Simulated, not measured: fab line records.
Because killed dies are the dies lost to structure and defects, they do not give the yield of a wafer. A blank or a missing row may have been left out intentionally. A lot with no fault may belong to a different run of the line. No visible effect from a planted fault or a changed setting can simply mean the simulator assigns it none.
Comparing a struck lot with a sound one | flow nand_harc | 18 steps out of a route of 1302
Sound: wafers L322.2, L322.3, L322.6. Struck: wafers L319.1, L319.3, L319.6. The cause comes at the end.
Each step with rows lists, per side, the tool, then ch with its chambers, then its first start. Under that, the readings that differ: sound wafers | struck wafers | difference of the means | sigmas: that difference in standard deviations of wafers without a fault.
alike: same words and numbers on both sides, and readings whose means sit less than 2 such deviations apart. not compared: any withheld reading, any reading some wafer has no value for, any bound like >300 that may hide the same value, and any number with overlapping values for which the record gives no deviation.
The two part at a step that has a row with sigmas, a row that says differs or no value, or rows on one side only. Numbers that have no deviation but don't overlap get no sigmas and don't part them. A reading that every wafer of one side lacks parts them only if that side has two wafers or more.

first, 1 step without rows for these wafers: NHARC_A_BONDPAD_HARDBAKE_10 (time 65 s).
NHARC_A_BONDPAD_DESCUM_11: chemistry O2, time 3 s.
  sound on rie_diel-10 ch 0,1,3, day 29 09:10; struck on rie_diel-10 ch 2,3, day 27 22:53
  alike: drypump_motor_current_A, oes_product_au, rf_vpp_V, showerhead_plenum_p_Torr, throttle_valve_pct
  not compared: rf_hours_counter_h
then, 2 steps without rows for these wafers: NHARC_A_BONDPAD_ETCH_34 (etches the open film in N2/H2, target depth 60 nm, overetch 18 nm, time 65.91 s); NHARC_A_BONDPAD_ETCH_12 (etches the open film in CHF3/O2, target depth 220 nm, time 110 s).
NHARC_A_BONDPAD_CD_MEAS_13:
  sound: cd_sem-01 at day 29 09:28; struck: cd_sem-02 at day 27 23:12
  alike: cd_nm
then, 3 steps without rows for these wafers: NHARC_A_BONDPAD_STRIP_15 (strips in O2); NHARC_A_BONDPAD_ETCH_24 (etches the open film in CF4/N2, target depth 30 nm, time 72.99 s); NHARC_A_BONDPAD_STRIP_16 (strips in post etch residue remover, time 600 s).
NHARC_A_BONDPAD_DEGAS_25: time 60 s.
  sound: pvd_sputter-03 at day 29 10:05; struck: pvd_sputter-01 at day 27 23:50
  alike: heater_power_w
then, 1 step without rows for these wafers: NHARC_A_BONDPAD_PRE_CLEAN_26 (time 30 s).
NHARC_A_BONDPAD_PVD_17: deposits TaN, target thk 5 nm, time 8.06 s.
  sound on pvd_sputter-03; struck on pvd_sputter-01
  alike: throttle_valve_pct
then, 1 step without rows for these wafers: NHARC_A_BONDPAD_PVD_27 (deposits Cu, target thk 30 nm, time 20.49 s).
NHARC_A_BONDPAD_ECD_18: material Cu, target thk 400 nm.
  sound on ecd_cu-01 ch 0,1, day 29 10:26; struck on ecd_cu-01 ch 1, day 28 00:14
  no value came back on the struck wafers for bath_heat_duty_pct (%), bath_temp_c (C); on the sound wafers bath_heat_duty_pct (%) reads 5.8 5.3 7.1
NHARC_A_BONDPAD_ANNEAL_28: time 90 s.
  sound on rtp_anneal-02 ch 0, day 29 10:52; struck on rtp_anneal-01 ch 0, day 28 00:34
  alike: wafer_temp_C_max
NHARC_A_BONDPAD_CMP_19: polishes, t overpolish 30 s, cu recess touch 16 s, target thk 169.82 nm.
  sound on cmp-04 ch 0,1,3, day 29 11:10; struck on cmp-02 ch 1,2,3, day 28 00:58
  alike: motor_current_A, overpolish_run_s
  not compared: pad_life_wafers
NHARC_A_BONDPAD_THK_MEAS_20: measures by xrf.
  sound: film_metro-01 at day 29 11:29; struck: film_metro-02 at day 28 01:14
  reading     | sound             | struck         | difference | sigmas
  thk_nm (nm) | 168.4 170.3 167.2 | 30.3 30.8 29.1 | -138.6     | -87
then, 1 step without rows for these wafers: NHARC_A_BONDPAD_SRD_21 (time 30 s, dry time 20 s).
NHARC_END_SORT_01:
  the record has rows for the sound wafers here (prober-01 ch 0, day 30 14:46) and none for the struck ones

== WHERE THEY PART ==
First at NHARC_A_BONDPAD_ECD_18; last, within this record, at NHARC_END_SORT_01.

WHY: whatever the simulator had introduced
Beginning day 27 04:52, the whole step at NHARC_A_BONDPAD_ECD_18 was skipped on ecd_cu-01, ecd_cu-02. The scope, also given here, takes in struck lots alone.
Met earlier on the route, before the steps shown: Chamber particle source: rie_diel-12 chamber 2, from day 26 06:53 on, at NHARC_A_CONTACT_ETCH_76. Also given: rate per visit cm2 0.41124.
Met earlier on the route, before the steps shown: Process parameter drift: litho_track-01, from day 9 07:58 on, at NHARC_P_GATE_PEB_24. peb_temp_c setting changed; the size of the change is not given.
